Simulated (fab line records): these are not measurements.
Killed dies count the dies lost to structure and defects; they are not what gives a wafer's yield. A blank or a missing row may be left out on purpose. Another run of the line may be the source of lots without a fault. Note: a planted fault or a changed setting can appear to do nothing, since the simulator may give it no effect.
fab line records    flow n5Finfet
record: lots: 9  wafers: 27  lastDay: 19
route steps=1938 shown GATE_CUT@488 BEOL_M4@1111
lots that met no fault: taken from a fault-free run of the same line
startH: hours from the record's first day to the start of the lot's first wafer shown    waitH: time in hours since the lot's previous step    " as in the row above    L1.1+2: one row covering several wafers at once    - value missing, or start not given    * or withheld: withheld    < > ~ a bound
route shown NAME@n: NAME is a module with steps in the file, n the number in the route of the first one    usual: the fault-free wafers' mean and standard deviation    same: alike in all rows    chamber/n: place in a boat    sites: the reading at each site    _std_site: their standard deviation    _edge_site: outer sites' mean less inner sites'    radiusMm: how far each site lies from the wafer's centre    mask NAME#n: copy n    behind: the last tool/chamber to shape the wafer    hold: cause of the lot's hold/its duration in hours/its outcome    device: the transistor (n, p or np) that didn't switch    end of line: the tests these same wafers got at the end of their route    a step given without rows: its recipe and nothing more    killed: the dies lost at the first sort to structure and to defects; this is not the yield of the wafer    map: per-die view of a wafer (x killed, . not killed, _ where there is no die)
set.NAME: the setting as run; set.NAME@STEP: as run at that earlier step    model.NAME: the simulator's own value behind a step, which no gauge read
a sample of lots followed through the steps of the route, with each step as a table and each wafer as a row
services: when a tool's chamber went out of use (startH, in hours from the record's first day, below 0 if earlier), for how many hours, and the reason
== steps ==
step: N5_GATE_CUT_OVL_MEAS_14
recipe: pointsPerWafer: 522
usual: GATE_CUT_OVL: 0.1/0.77
lot.wafer  tool        chamber  startH  waitH  GATE_CUT_OVL[nm]
L937.2     overlay-02  0        102.71  0.0    -0.1
L937.3     "           0        "       "      -0.5
L937.6     "           0        "       "      -0.2
L939.3     overlay-02  0        115.57  0.0    2.2
L939.4     "           0        "       "      0.0
L939.6     "           0        "       "      0.7
L941.1     overlay-02  0        130.13  0.0    0.0
L941.3     "           0        "       "      -0.6
L941.6     "           0        "       "      -0.8
L942.1     overlay-01  0        133.64  0.0    -0.3
L942.2     "           0        "       "      -0.7
L942.6     "           0        "       "      0.2
L944.1     overlay-02  0        146.04  0.0    -0.4
L944.2     "           0        "       "      0.4
L944.5     "           0        "       "      -1.0
L946.1     overlay-02  0        159.84  0.0    0.9
L946.4     "           0        "       "      -0.6
L946.5     "           0        "       "      0.8
L954.1     overlay-02  0        204.02  0.0    -0.1
L954.2     "           0        "       "      0.4
L954.4     "           0        "       "      -0.2
L956.1     overlay-02  0        212.82  0.0    0.2
L956.2     "           0        "       "      0.6
L956.3     "           0        "       "      0.0
L957.2     overlay-02  0        220.47  0.0    0.0
L957.4     "           0        "       "      1.0
L957.6     "           0        "       "      0.5
step: N5_GATE_CUT_DESCUM_18
recipe: chemistry: O2  timeS: 7  sourcePowerW: 50  biasPowerW: 20  pressureMtorr: 20  rfFrequencyHz: 2.712e+07  tempC: 40  resist: CAR-EUV  o2FlowSccm: 225
usual: biasPowerW: 20.01/0.061  drypumpMotorCurrentA: 5.53/0.28  oesProductAu: 0.77/0.071  rfFwdPowerW: 49.43/0.21  rfVppV: 243.0/1.4  showerheadPlenumPTorr: 2.08/0.075  throttleValvePct: 20.37/0.26
lot.wafer  tool        chamber  startH  waitH  biasPowerW  drypumpMotorCurrentA  oesProductAu  rfFwdPowerW  rfHoursCounterH  rfVppV  showerheadPlenumPTorr  throttleValvePct
L937.2     rieDiel-06  0        103.05  0.3    20.01       5.45                  0.92          49.23        29               242.6   2.14                   20.09
L937.3     "           2        "       "      20.10       5.94                  0.81          49.08        84               242.6   2.21                   20.11
L937.6     "           0        "       "      19.96       5.46                  0.93          48.99        -                244.1   2.14                   20.09
L939.3     rieDiel-01  0        115.65  0.0    20.05       5.07                  0.85          49.50        57               243.2   2.13                   20.59
L939.4     "           1        "       "      20.02       5.58                  0.72          49.67        191              245.0   2.17                   20.46
L939.6     "           2        "       "      19.97       5.69                  0.73          49.46        -                243.7   2.08                   20.55
L941.1     rieDiel-03  3        130.28  0.1    20.02       5.70                  0.71          49.58        208              243.4   2.08                   20.70
L941.3     "           1        "       "      19.97       5.22                  0.79          49.61        120              242.0   1.93                   20.09
L941.6     "           1        "       "      20.10       5.22                  0.79          49.76        -                241.5   1.93                   20.09
L942.1     rieDiel-01  0        133.78  0.1    20.05       5.06                  0.84          49.43        62               244.5   2.13                   20.59
L942.2     "           1        "       "      19.99       5.57                  0.73          49.58        197              244.2   2.17                   20.45
L942.6     "           3        "       "      19.97       5.67                  0.77          49.45        -                241.2   2.02                   20.04
L944.1     rieDiel-06  3        146.13  0.0    19.95       5.05                  0.72          49.26        203              241.0   1.99                   20.41
L944.2     "           0        "       "      20.00       5.49                  0.90          49.76        42               242.7   2.14                   20.11
L944.5     "           3        "       "      20.04       5.08                  0.72          49.12        -                241.0   1.99                   20.44
L946.1     rieDiel-01  1        160.01  0.1    19.98       5.60                  0.72          49.70        204              244.5   2.16                   20.46
L946.4     "           3        "       "      20.01       5.65                  0.77          49.51        123              242.8   2.01                   20.04
L946.5     "           2        "       "      19.99       5.70                  0.72          49.82        -                244.1   2.07                   20.56
L954.1     rieDiel-01  1        204.11  0.0    19.92       5.58                  0.71          49.39        217              245.0   2.16                   20.48
L954.2     "           3        "       "      20.11       5.65                  0.76          49.55        133              243.0   2.01                   20.06
L954.4     "           2        "       "      19.94       5.69                  0.71          49.62        217              244.2   2.07                   20.59
L956.1     rieDiel-03  2        212.91  0.0    20.07       5.31                  0.74          49.26        176              244.7   2.09                   20.93
L956.2     "           3        "       "      20.03       5.70                  0.69          49.14        233              242.1   2.07                   20.73
L956.3     "           1        "       "      20.01       5.23                  0.76          49.63        142              240.6   1.92                   20.14
L957.2     rieDiel-03  0        220.56  0.0    19.98       5.52                  0.72          49.39        210              243.0   2.07                   20.28
L957.4     "           2        "       "      20.01       5.33                  0.73          49.46        178              243.1   2.08                   20.94
L957.6     "           0        "       "      19.93       5.56                  0.71          49.33        -                242.5   2.07                   20.27
step: N5_GATE_CUT_VAPOR_ETCH_49
recipe: chemistry: BCl3/Cl2  target: TiAlC  mode: isotropic
usual: drypumpMotorCurrentA: 5.5/0.4  oesProductAu: 0.77/0.097
lot.wafer  tool         chamber  startH  waitH  drypumpMotorCurrentA  oesProductAu
L937.2     rieMetal-02  1        103.65  0.0    5.1                   0.79
L937.3     "            1        "       "      5.1                   0.80
L937.6     "            0        "       "      5.4                   0.71
L939.3     rieMetal-03  1        116.27  0.0    5.3                   0.95
L939.4     "            0        "       "      6.3                   0.84
L939.6     "            0        "       "      6.3                   0.85
L941.1     rieMetal-03  1        130.88  0.0    5.2                   0.93
L941.3     "            1        "       "      5.3                   0.93
L941.6     "            1        "       "      5.3                   0.93
L942.1     rieMetal-03  1        134.38  0.0    5.3                   0.93
L942.2     "            0        "       "      6.3                   0.85
L942.6     "            1        "       "      5.3                   0.92
L944.1     rieMetal-03  1        146.94  0.1    5.3                   0.92
L944.2     "            1        "       "      5.3                   0.91
L944.5     "            1        "       "      5.3                   0.91
L946.1     rieMetal-02  1        160.61  0.0    5.1                   0.77
L946.4     "            1        "       "      5.1                   0.78
L946.5     "            0        "       "      5.4                   0.70
L954.1     rieMetal-03  0        204.71  0.0    6.3                   0.82
L954.2     "            1        "       "      5.3                   0.88
L954.4     "            0        "       "      6.3                   0.82
L956.1     rieMetal-01  1        213.52  0.0    5.5                   0.64
L956.2     "            0        "       "      5.9                   0.70
L956.3     "            1        "       "      5.5                   0.63
L957.2     rieMetal-01  1        221.16  0.0    5.5                   0.63
L957.4     "            1        "       "      5.5                   0.63
L957.6     "            0        "       "      5.9                   0.69
step: N5_GATE_CUT_ALD_22
recipe: material: SiNx  targetThkA: 160  tempC: 400  aldPrecursorFamily: SiH2I2  aldCoReactant: N2/H2-plasma  pulseTimeS: 1  aldCycles: 320  purgeTimeS: 2  coReactantPurgeTimeS: 2  pressureTorr: 2
usual: aldCycles: 320/0  heaterPowerW: 852/100  precursorPulseHeightRel: 0.999/0.019
same: coReactantPurgeTimeS: 2
lot.wafer  tool       chamber  startH  waitH  aldCycles  heaterPowerW  precursorPulseHeightRel
L937.2     aldSin-01  0        103.89  0.0    320        760           0.996
L937.3     "          1        "       "      320        893           1.000
L937.6     "          0        "       "      320        760           0.989
L939.3     aldSin-02  1        116.49  0.0    320        855           0.999
L939.4     "          3        "       "      320        991           0.987
L939.6     "          2        "       "      320        973           1.016
L941.1     aldSin-02  0        131.75  0.7    320        755           1.008
L941.3     "          3        "       "      320        989           1.019
L941.6     "          0        "       "      320        738           1.018
L942.1     aldSin-01  1        134.61  0.0    320        908           1.014
L942.2     "          2        "       "      320        795           1.001
L942.6     "          3        "       "      320        795           1.021
L944.1     aldSin-01  2        147.24  0.0    320        819           0.990
L944.2     "          1        "       "      320        911           0.990
L944.5     "          1        "       "      505        904           1.032
L946.1     aldSin-01  2        160.85  0.0    320        796           0.988
L946.4     "          0        "       "      320        745           1.007
L946.5     "          2        "       "      505        809           0.996
L954.1     aldSin-02  2        204.95  0.0    320        1000          1.051
L954.2     "          1        "       "      320        873           0.984
L954.4     "          0        "       "      320        732           1.001
L956.1     aldSin-02  0        213.76  0.0    320        711           1.001
L956.2     "          2        "       "      320        985           1.027
L956.3     "          3        "       "      320        973           0.991
L957.2     aldSin-02  1        221.40  0.0    320        869           0.976
L957.4     "          3        "       "      320        1010          1.008
L957.6     "          0        "       "      320        737           0.995
step: N5_GATE_CUT_CMP_23
recipe: stopOn: SiO2  tOverpolishS: 23.4  postCmpClean: alkalineBrush  downForcePsi: 2.5  platenRpm: 51.8  padVelocityMS: 1.0307  targetThkNm: 16
usual: motorCurrentA: 9.2/0.71  platenRpm: 51.80/0.034  slurryFilterDpKPa: 13.52/0.14  timeToEndpointS: 19.2/1.7
lot.wafer  tool    chamber  startH  waitH  motorCurrentA  platenRpm  slurryFilterDpKPa  timeToEndpointS
L937.3     cmp-03  2        105.42  0.8    9.9            51.82      13.42              19.1
L937.2     "       3        "       "      8.8            51.82      13.54              17.0
L937.6     "       2        "       "      9.5            51.81      13.54              18.0
L939.4     cmp-03  2        117.98  0.8    9.3            51.82      13.62              22.1
L939.3     "       3        "       "      9.0            51.84      13.47              17.3
L939.6     "       3        "       "      8.4            51.84      13.45              21.1
L941.1     cmp-04  3        133.32  0.8    8.6            51.74      13.63              18.1
L941.3     "       0        "       "      8.9            51.80      13.70              21.8
L941.6     "       1        "       "      8.9            51.79      13.65              20.9
L942.1     cmp-03  0        136.10  0.8    9.8            51.76      13.30              21.1
L942.2     "       2        "       "      9.9            51.78      13.37              18.3
L942.6     "       1        "       "      9.1            51.80      13.67              17.1
L944.2     cmp-03  0        148.78  0.8    9.6            51.83      13.52              15.3
L944.1     "       1        "       "      9.8            51.78      13.68              14.1
L944.5     "       3        "       "      8.4            51.79      13.49              31.2
L946.1     cmp-01  1        162.41  0.8    9.9            51.88      13.45              19.1
L946.4     "       2        "       "      8.8            51.79      13.61              20.7
L946.5     "       3        "       "      7.5            51.81      13.30              28.5
L954.1     cmp-04  3        206.47  0.8    8.9            51.83      13.52              18.8
L954.4     "       0        "       "      8.5            51.84      13.35              20.5
L954.2     "       1        "       "      9.3            51.79      13.46              20.2
L956.1     cmp-01  1        215.24  0.8    9.8            51.86      13.38              21.1
L956.3     "       2        "       "      8.7            51.79      13.62              21.3
L956.2     "       0        "       "      8.3            51.81      13.45              20.1
L957.2     cmp-01  3        222.89  0.8    8.1            51.75      13.56              20.8
L957.4     "       0        "       "      9.1            51.79      13.49              21.5
L957.6     "       0        "       "      8.9            51.84      13.60              20.2
step: N5_BEOL_M4_RC_MEAS_101
usual: DIBL_N: 35.9/1.3  DIBL_P: 35.9/1.5  IOFF_N: 0.152/0.023  IOFF_P: 0.204/0.027  ION_N: 673/9.2  ION_P: 462/6.7  SS_N: 71.4/0.48  SS_P: 73.2/0.55  VT_N: 250.3/2.6  VT_P: -250.6/3
lot.wafer  tool       chamber  startH  waitH  DIBL_N[mV/V]  DIBL_P[mV/V]  IOFF_N[nA/um]  IOFF_P[nA/um]  ION_N[uA/um]  ION_P[uA/um]  SS_N[mV/dec]  SS_P[mV/dec]  VT_N[mV]  VT_P[mV]
L939.3     prober-01  0        208.75  0.3    36.4          35.8          0.154          0.200          679           463           72.0          73.5          249.3     -250.5
L939.4     "          0        "       "      37.3          37.5          0.167          0.220          662           460           71.9          74.8          248.3     -250.0
L939.6     "          0        "       "      35.5          35.5          0.135          0.189          666           463           71.7          72.9          249.8     -253.4
L937.2     prober-02  0        210.39  0.2    36.5          37.3          0.167          0.198          677           461           70.8          74.3          249.8     -253.7
L937.3     "          0        "       "      35.0          36.3          0.150          0.182          679           452           71.0          73.0          252.0     -254.3
L937.6     "          0        "       "      36.1          37.1          0.163          0.197          680           462           71.5          73.2          248.3     -251.2
L942.1     prober-01  0        238.39  0.0    36.2          35.5          0.162          0.209          687           467           71.6          73.1          246.1     -248.9
L942.2     "          0        "       "      37.4          37.4          0.183          0.233          680           468           71.8          74.2          245.8     -249.6
L942.6     "          0        "       "      36.8          36.7          0.175          0.224          690           469           70.5          73.0          247.4     -248.3
L941.1     prober-02  0        240.07  0.2    34.9          35.7          0.133          0.189          680           467           71.8          73.1          252.7     -250.8
L941.3     "          0        "       "      34.8          33.9          0.126          0.161          670           454           71.0          73.6          253.6     -254.7
L941.6     "          0        "       "      34.8          34.9          0.130          0.178          668           462           71.0          72.1          253.5     -252.7
L944.1     prober-02  0        247.96  0.3    38.2          38.8          0.225          0.247          690           467           71.5          74.1          242.7     -248.1
L944.2     "          0        "       "      37.6          37.3          0.206          0.217          678           458           71.8          73.2          244.2     -253.5
L944.5     "          0        "       "      36.9          36.6          0.182          0.209          682           458           71.3          72.6          246.1     -251.4
L946.1     prober-01  0        249.16  0.0    34.3          33.5          0.154          0.211          683           472           71.5          72.7          248.0     -249.9
L946.4     "          0        "       "      35.1          33.7          0.163          0.210          681           463           71.7          73.3          248.1     -249.2
L946.5     "          0        "       "      34.8          34.6          0.161          0.225          679           470           71.2          74.5          249.0     -248.3
L954.1     prober-02  0        305.47  0.0    36.1          36.0          0.162          0.183          675           454           71.9          73.0          250.0     -253.1
L954.2     "          0        "       "      36.2          36.6          0.164          0.187          668           455           72.0          73.8          248.5     -255.2
L954.4     "          0        "       "      35.4          35.8          0.149          0.176          669           452           71.4          73.1          250.2     -256.0
L956.1     prober-01  0        331.94  0.0    41.0          40.4          0.248          0.306          686           469           72.2          74.8          245.1     -245.4
L956.2     "          0        "       "      37.6          35.8          0.157          0.216          667           459           72.2          73.7          251.9     -252.3
L956.3     "          0        "       "      38.4          36.5          0.177          0.238          669           455           71.4          74.4          249.1     -249.1
L957.2     prober-02  0        334.79  0.2    35.3          34.3          0.134          0.219          657           466           71.6          73.2          252.8     -247.0
L957.4     "          0        "       "      35.2          34.4          0.130          0.216          667           471           71.4          72.1          249.9     -247.9
L957.6     "          0        "       "      35.9          35.3          0.146          0.240          678           477           71.1          73.7          251.0     -244.7
== services ==
tool         chamber  startH  hours  kind
aldSin-01    -        83.81   14.6   pm
cmp-04       -        84.86   0.3    repair
cmp-04       -        87.41   1.7    repair
rieDiel-03   3        91.98   1.4    repair
rieMetal-01  -        94.29   1.1    repair
rieDiel-03   -        110.52  4.3    pm
cmp-01       -        122.00  5.7    pm
rieDiel-03   0        122.22  3.0    repair
rieDiel-03   0        125.87  9.6    repair
rieDiel-01   0        135.30  1.6    repair
cmp-04       -        136.09  0.9    repair
rieMetal-03  0        144.49  3.8    repair
rieDiel-06   2        146.56  6.0    repair
rieDiel-03   2        152.31  9.3    repair
cmp-03       -        156.16  4.0    pm
cmp-03       -        160.16  -      consumableReplace:conditioner
aldSin-02    -        166.41  0.8    pm
rieDiel-03   1        174.66  6.3    repair
cmp-04       -        192.98  3.4    pm
cmp-01       -        195.17  1.2    repair
rieMetal-03  -        195.67  0.3    repair
rieMetal-02  0        208.70  9.6    repair
cmp-03       -        209.79  0.4    repair
rieDiel-01   0        210.39  10.2   repair
== key ==
firstSign: step: N5_GATE_CUT_ALD_22  reading: aldCycles  direction: up  sigmas: 99+  usual: *  struck: *
effect: step: N5_GATE_CUT_CMP_23  reading: timeToEndpointS  direction: up  sigmas: 6.4  usual: *  struck: *
metAt N5_GATE_CUT_ALD_22
struckLots L944,L946
struckWafers L944.5,L946.5
notActingAt N5_GATE_CUT_OVL_MEAS_14,N5_GATE_CUT_DESCUM_18,N5_GATE_CUT_VAPOR_ETCH_49
onsetBetween 134.61 147.24
fault: kind: processParameterDrift  tool: aldSin-01  chamber: -  onsetH: 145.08  steps: N5_GATE_CUT_ALD_22  channel: aldCycles  offset: *  shape: step  endH: 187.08  scope: struckWafersOnly  actsIn: *  stated: *
